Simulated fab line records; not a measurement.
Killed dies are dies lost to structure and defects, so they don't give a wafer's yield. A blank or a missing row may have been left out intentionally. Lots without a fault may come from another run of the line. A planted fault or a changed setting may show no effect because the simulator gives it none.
Which tool is to blame?    flow nand_harc    11 lots with 33 wafers sampled at 5 steps, on a route of 1302 steps

== WHAT THE GAUGES READ, wafer by wafer ==
NHARC_END_SORT_01.
lot   measured      on         killed_at_array  killed_at_other  killed_at_periphery  killed_dies  killed_open  killed_short
L409  day 24 23:10  prober-01  39 49 72         0 0 0            5 4 4                44 53 76     5 3 2        2 2 2
L412  day 26 05:38  prober-02  65 55 59         2 0 0            4 5 5                71 60 64     4 2 0        5 3 2
L413  day 27 01:09  prober-02  54 57 62         1 1 0            6 0 3                61 58 65     2 4 5        5 0 0
L417  day 28 14:52  prober-02  31 47 54         4 2 2            3 9 1                38 58 57     2 5 6        2 4 0
L419  day 29 02:52  prober-01  17 20 22         2 4 1            12 4 7               31 28 30     3 2 2        2 2 3
L422  day 29 21:42  prober-02  24 61 47         0 1 1            0 3 2                24 65 50     4 8 6        2 2 4
L424  day 30 22:24  prober-02  53 39 668        7 2 4            1 4 5                61 45 677    2 7 5        2 4 2

== WHICH TOOL RAN EACH LOT (tool, then ch and the chambers of the sampled wafers, then the start) ==
lot   NHARC_A_STAIRCASE_TRIM_22                      NHARC_A_STAIRCASE_DESCUM_186        NHARC_A_STAIRCASE_TRIM_189                     NHARC_A_STAIRCASE_ETCH_192
L409  rie_diel-05 ch 1,3, day 16 13:14 or earlier    rie_diel-04 ch 0,1,2, day 16 13:14  rie_diel-04 ch 0,3, day 16 13:56 or earlier    rie_diel-04 ch 0,2, day 16 13:56
L411  rie_diel-04 ch 0,2,3, day 16 20:58 or earlier  rie_diel-04 ch 1,2,3, day 16 20:58  rie_diel-04 ch 0,2,3, day 16 21:40 or earlier  rie_diel-04 ch 0,1, day 16 21:40
L412  rie_diel-04 ch 1,2,3, day 18 00:44 or earlier  rie_diel-04 ch 0,3, day 18 00:44    rie_diel-04 ch 0,2, day 18 01:26 or earlier    rie_diel-04 ch 1,3, day 18 01:26
L414  rie_diel-05 ch 0,3, day 18 10:48 or earlier    rie_diel-12 ch 0,3, day 18 10:48    rie_diel-12 ch 1,2, day 18 11:30 or earlier    rie_diel-12 ch 2,3, day 18 11:30
L413  rie_diel-04 ch 1,2, day 18 13:41 or earlier    rie_diel-12 ch 0,1,2, day 18 13:41  rie_diel-12 ch 1,2, day 18 17:15 or earlier    rie_diel-12 ch 1,3, day 18 17:15
L417  rie_diel-05 ch 0,3, day 20 02:43 or earlier    rie_diel-04 ch 0,1,2, day 20 02:43  rie_diel-04 ch 0,1,2, day 20 03:31 or earlier  rie_diel-04 ch 0,2, day 20 03:31
L419  rie_diel-04 ch 2,3, day 20 15:31 or earlier    rie_diel-04 ch 0,3, day 20 15:31    rie_diel-04 ch 0,2,3, day 20 16:13 or earlier  rie_diel-04 ch 0,1, day 20 16:13
L422  rie_diel-12 ch 0,1,3, day 21 18:47 or earlier  rie_diel-12 ch 0,2,3, day 21 18:47  rie_diel-12 ch 1,2,3, day 21 19:29 or earlier  rie_diel-12 ch 0,2,3, day 21 19:29
L423  rie_diel-05 ch 1,2,3, day 22 18:05 or earlier  rie_diel-12 ch 0,2, day 22 18:05    rie_diel-12 ch 0,1,2, day 22 18:52 or earlier  rie_diel-12 ch 0,2,3, day 22 18:52
L424  rie_diel-12 ch 0,2,3, day 22 18:22 or earlier  rie_diel-04 ch 0,2,3, day 22 18:22  rie_diel-04 ch 1,2,3, day 22 19:04 or earlier  rie_diel-04 ch 0,1,3, day 22 19:04
L430  rie_diel-05 ch 0,1, day 25 04:10 or earlier    rie_diel-12 ch 1,2,3, day 25 04:10  rie_diel-12 ch 1,2,3, day 25 05:30 or earlier  rie_diel-12 ch 1,2,3, day 25 05:30
- NHARC_A_STAIRCASE_TRIM_22: chemistry O2, time 211.2 s.
- NHARC_A_STAIRCASE_DESCUM_186: chemistry O2, time 3 s.
- NHARC_A_STAIRCASE_TRIM_189: chemistry O2, time 211.2 s.
- NHARC_A_STAIRCASE_ETCH_192: etches the open film in C4F8/O2, target depth 100 nm, time 40.5 s.

== WHAT THE TOOLS THEMSELVES READ (means of the sampled wafers that have a number; where no wafer has one, the mark that the record gives instead) ==
NHARC_A_STAIRCASE_TRIM_22.
lot   tool         drypump_motor_current_A (A)  o2_flow_sccm (sccm)  oes_product_au (a.u.)  rf_vpp_V (V)  showerhead_plenum_p_Torr (Torr)  throttle_valve_pct (%)
L409  rie_diel-05  5.96                         499.9                1.010                  56.9          3.36                             17.029
L411  rie_diel-04  5.92                         498.7                1.008                  58.2          3.58                             17.040
L412  rie_diel-04  5.80                         500.4                1.006                  58.4          3.60                             17.030
L414  rie_diel-05  5.66                         498.9                0.994                  56.8          3.42                             17.034
L413  rie_diel-04  5.81                         499.7                1.012                  57.6          3.64                             17.029
L417  rie_diel-05  5.53                         500.3                0.977                  57.0          3.43                             17.033
L419  rie_diel-04  6.02                         500.0                1.012                  57.8          3.61                             17.031
L422  rie_diel-12  5.75                         499.5                1.003                  57.3          3.42                             17.032
L423  rie_diel-05  6.01                         499.8                1.006                  57.6          3.39                             17.039
L424  rie_diel-12  5.75                         501.8                0.984                  57.6          3.41                             17.041
L430  rie_diel-05  5.85                         499.6                0.993                  57.8          3.33                             17.040

NHARC_A_STAIRCASE_DESCUM_186.
lot   tool         drypump_motor_current_A (A)  o2_flow_sccm (sccm)  oes_product_au (a.u.)  rf_vpp_V (V)  showerhead_plenum_p_Torr (Torr)  throttle_valve_pct (%)
L409  rie_diel-04  5.93                         200.0                1.004                  57.9          1.97                             11.304
L411  rie_diel-04  5.79                         199.5                1.006                  57.8          1.95                             11.313
L412  rie_diel-04  5.79                         199.9                1.017                  57.2          1.91                             11.309
L414  rie_diel-12  5.66                         199.6                0.990                  57.4          1.82                             11.313
L413  rie_diel-12  5.83                         199.9                1.011                  57.4          1.89                             11.303
L417  rie_diel-04  5.90                         200.1                1.010                  58.2          1.96                             11.322
L419  rie_diel-04  5.67                         199.3                1.008                  57.8          1.89                             11.305
L422  rie_diel-12  5.74                         199.9                0.982                  58.3          1.85                             11.309
L423  rie_diel-12  5.82                         200.1                0.998                  57.1          1.85                             11.313
L424  rie_diel-04  5.90                         200.3                1.007                  57.6          1.93                             11.318
L430  rie_diel-12  5.74                         199.9                0.987                  57.8          1.87                             11.317

NHARC_A_STAIRCASE_TRIM_189.
lot   tool         drypump_motor_current_A (A)  o2_flow_sccm (sccm)  oes_product_au (a.u.)  rf_vpp_V (V)  showerhead_plenum_p_Torr (Torr)  throttle_valve_pct (%)
L409  rie_diel-04  5.67                         499.0                1.022                  57.3          3.51                             17.038
L411  rie_diel-04  5.92                         500.5                1.017                  58.8          3.58                             17.024
L412  rie_diel-04  6.15                         498.8                1.013                  57.5          3.65                             17.040
L414  rie_diel-12  5.80                         501.8                1.007                  57.8          3.53                             17.026
L413  rie_diel-12  5.80                         499.6                1.007                  57.6          3.53                             17.035
L417  rie_diel-04  5.92                         500.6                1.007                  58.1          3.61                             17.043
L419  rie_diel-04  5.92                         498.3                1.009                  57.7          3.56                             17.031
L422  rie_diel-12  5.75                         499.9                1.000                  57.7          3.46                             17.034
L423  rie_diel-12  5.83                         500.2                0.994                  57.6          3.47                             17.031
L424  rie_diel-04  5.78                         501.0                1.005                  59.3          3.58                             17.026
L430  rie_diel-12  5.74                         500.0                0.987                  57.8          3.44                             17.041

NHARC_A_STAIRCASE_ETCH_192.
lot   tool         oes_product_au (a.u.)  rf_fwd_power_W (W)  rf_vpp_V (V)  run_length_s (s)
L409  rie_diel-04  0.955                  594                 901           61.8
L411  rie_diel-04  0.943                  593                 899           61.5
L412  rie_diel-04  0.945                  594                 897           61.2
L414  rie_diel-12  0.945                  595                 894           62.1
L413  rie_diel-12  0.958                  588                 893           61.5
L417  rie_diel-04  0.959                  593                 898           61.7
L419  rie_diel-04  0.952                  590                 897           61.4
L422  rie_diel-12  0.930                  592                 892           61.8
L423  rie_diel-12  0.919                  596                 891           61.9
L424  rie_diel-04  0.953                  590                 897           55.3
L430  rie_diel-12  0.921                  592                 893           62.0

== THE ANSWER, worked out from the rows above alone ==
Rule: what is usual is taken from the lots themselves. The widest of any qualifying gaps counts: lots, ordered by their means at a reading, are off when they make up no more than a third of the lots, leave a main group of 4 or more, and stand apart from it by 3 or more times the standard deviation of that group's means. The tables above print the reading to a certain number of digits; a main group whose means all agree to those digits is not used. A lot without any number at a reading at which 4 lots or more have one is off too. All remaining lots with rows at the step are treated as sound. Order of review: gauges by route order, followed by the tools' own readings, for which a lot's mean as printed above is used. At the first step where some lot is off, the reading lying furthest off is the one used; lots without a number count as furthest.
Off: L424 (NHARC_END_SORT_01, killed_dies). The main group has a mean of 52 with a standard deviation of 12. Neither off nor sound, because the step has no rows for them: L411, L414, L423, L430.
A tool fits if, at a process step before that reading, it ran every lot that is off, and no sound lot after the first of them. Not tried: the gauges at NHARC_END_SORT_01; whatever is off there is also off at NHARC_A_STAIRCASE_TRIM_189, on other tools, and gauge error can't account for it. NHARC_A_STAIRCASE_TRIM_22 gives no start for some lots, so the hours and the order of its lots are those of NHARC_A_STAIRCASE_DESCUM_186. NHARC_A_STAIRCASE_TRIM_189 gives no start for some lots, so the hours and the order of its lots are those of NHARC_A_STAIRCASE_ETCH_192. 2 tools fit, rie_diel-12 at NHARC_A_STAIRCASE_TRIM_22 and rie_diel-04 at NHARC_A_STAIRCASE_DESCUM_186 and NHARC_A_STAIRCASE_TRIM_189 and NHARC_A_STAIRCASE_ETCH_192, so this cannot tell which one it is.

== WHAT THE SIMULATOR HAD PUT IN ==
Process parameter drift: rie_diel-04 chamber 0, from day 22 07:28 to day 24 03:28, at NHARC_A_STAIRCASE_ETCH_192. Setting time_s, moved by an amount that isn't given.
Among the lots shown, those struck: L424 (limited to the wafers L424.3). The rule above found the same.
